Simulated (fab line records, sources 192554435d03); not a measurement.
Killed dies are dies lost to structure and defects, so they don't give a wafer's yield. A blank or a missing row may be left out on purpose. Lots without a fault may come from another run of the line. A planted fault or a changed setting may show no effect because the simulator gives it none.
Chamber matching | flow n5_finfet | N5_BEOL_M2_ALD_98 on ald_sin-02: 4 sister chambers
The step deposits SiO2, target thk 2.5 nm, pulse time 1 s, co reactant pulse time 1 s. 16 wafers are shown with their chamber, then 8 later ones without.

WAFERS WITH THEIR CHAMBER
wafer  | chamber | heater_power_w (W) | precursor_pulse_height_rel
L074.2 | 2       | 79                 | 0.989
L074.3 | 1       | 76                 | 1.005
L074.4 | 3       | 84                 | 0.987
L075.1 | 0       | 82                 | 1.020
L075.2 | 3       | 87                 | 1.015
L075.5 | 3       | 86                 | 0.996
L076.2 | 3       | 86                 | 1.010
L076.4 | 2       | 80                 | 0.994
L076.5 | 0       | 82                 | 0.976
L081.1 | 1       | 75                 | 0.977
L081.2 | 3       | 86                 | 1.005
L081.3 | 0       | 82                 | 0.985
L091.3 | 3       | 87                 | 1.017
L091.4 | 0       | 80                 | 1.020
L091.6 | 1       | 72                 | 0.987
L094.1 | 3       | 86                 | 1.018

SIGNATURES (means of the wafers above)
reading                    | chamber 0 | chamber 1 | chamber 2 | chamber 3 | scatter within a chamber
heater_power_w             | 81.50     | 74.33     | 79.50     | 86.00     | 1.23
precursor_pulse_height_rel | 1.00025   | 0.98967   | 0.99150   | 1.00686   | 0.0154
Rule: a wafer's distance from a chamber is the root of the sum, over the readings, of the square of ((its reading less the chamber's mean) divided by the reading's scatter). The wafer belongs to the nearest chamber; if the next one is less than 2 further off, it can't be placed. The scatter: the root of (the sum of the squares of (reading less its chamber's mean) over the shown wafers, divided by (wafers less chambers)).

WAFERS WITHOUT THEIR CHAMBER
wafer  | heater_power_w (W) | precursor_pulse_height_rel
L094.2 | 70                 | 0.973
L094.3 | 78                 | 1.028
L095.1 | 80                 | 1.045
L095.2 | 87                 | 1.016
L095.3 | 71                 | 0.996
L096.1 | 89                 | 1.000
L096.3 | 69                 | 1.009
L096.4 | 76                 | 1.026

WHICH CHAMBER EACH WENT THROUGH
wafer  | from the rows above          | in truth
L094.2 | 1                            | 1
L094.3 | can't be placed: 2 or 0 or 1 | 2
L095.1 | can't be placed: 0 or 2      | 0
L095.2 | 3                            | 3
L095.3 | 1                            | 1
L096.1 | 3                            | 3
L096.3 | 1                            | 1
L096.4 | can't be placed: 1 or 2      | 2
Placed correctly: 5 of 8. Can't be placed from these rows: 3 (the true chamber is among the candidates in 3). Placed wrongly: 0.
